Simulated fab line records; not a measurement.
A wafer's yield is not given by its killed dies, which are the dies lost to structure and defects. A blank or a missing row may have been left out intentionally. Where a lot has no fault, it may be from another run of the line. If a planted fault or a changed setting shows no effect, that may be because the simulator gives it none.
Chamber matching	flow n5_finfet	rie_diel-02 running N5_BEOL_M15_TRENCH_ETCH_34: 4 sister chambers
The step etches SiO2 in C4F8/O2/Ar, target depth 872.93 nm, time 199 s. 20 wafers are shown with their chamber, then 10 later ones without.

EACH WAFER AND ITS CHAMBER
wafer	chamber	rf_vpp_V (V)	showerhead_plenum_p_Torr (Torr)	throttle_valve_pct (%)
L075.2	0	2173	3.18	31.10
L075.3	1	2190	3.36	30.57
L075.5	1	2190	3.36	30.58
L074.3	0	2174	3.18	31.11
L074.4	3	2285	3.41	30.91
L074.5	1	2190	3.35	30.56
L078.2	1	2190	3.35	30.56
L078.3	0	2172	3.18	31.11
L078.6	1	2190	3.35	30.58
L082.1	3	2285	3.41	30.90
L082.2	1	2189	3.35	30.59
L082.6	0	2174	3.18	31.11
L081.2	1	2190	3.35	30.57
L081.5	3	2284	3.41	30.93
L081.6	2	2250	3.39	30.76
L084.2	0	2171	3.17	31.13
L084.4	2	2251	3.39	30.78
L084.6	0	2173	3.17	31.13
L091.1	0	2172	3.17	31.13
L091.3	2	2250	3.38	30.77

SIGNATURES, as means of the wafers listed above
reading	chamber 0	chamber 1	chamber 2	chamber 3	scatter within a chamber
rf_vpp_V	2172.71	2189.86	2250.33	2284.67	0.775
showerhead_plenum_p_Torr	3.1757	3.3529	3.3867	3.4100	0.00488
throttle_valve_pct	31.1171	30.5729	30.7700	30.9133	0.0121
Rule: a wafer lies at a distance from a chamber equal to the root of the sum of squares, over the readings, of (its reading less the chamber's mean, divided by the reading's scatter). The wafer belongs to the nearest chamber; if the next one is less than 2 further off, it can't be placed. The scatter: the root of (the sum of the squares of (reading less its chamber's mean) over the shown wafers, divided by (wafers less chambers)).

WAFERS WHOSE CHAMBER IS MISSING
wafer	rf_vpp_V (V)	showerhead_plenum_p_Torr (Torr)	throttle_valve_pct (%)
L091.6	2173	3.17	31.12
L090.1	2283	3.40	30.93
L090.2	2190	3.34	30.58
L090.3	2172	3.17	31.13
L095.2	2250	3.38	30.80
L095.4	2172	3.16	31.14
L095.5	2187	3.34	30.59
L096.3	2189	3.34	30.60
L096.4	2249	3.38	30.80
L096.6	2171	3.16	31.15

EACH ONE'S CHAMBER
wafer	from the rows above	in truth
L091.6	0	0
L090.1	3	3
L090.2	1	1
L090.3	0	0
L095.2	2	2
L095.4	0	0
L095.5	1	1
L096.3	1	1
L096.4	2	2
L096.6	0	0
10 of 10 placed correctly. Not placeable from these rows: 0. 0 placed wrongly.
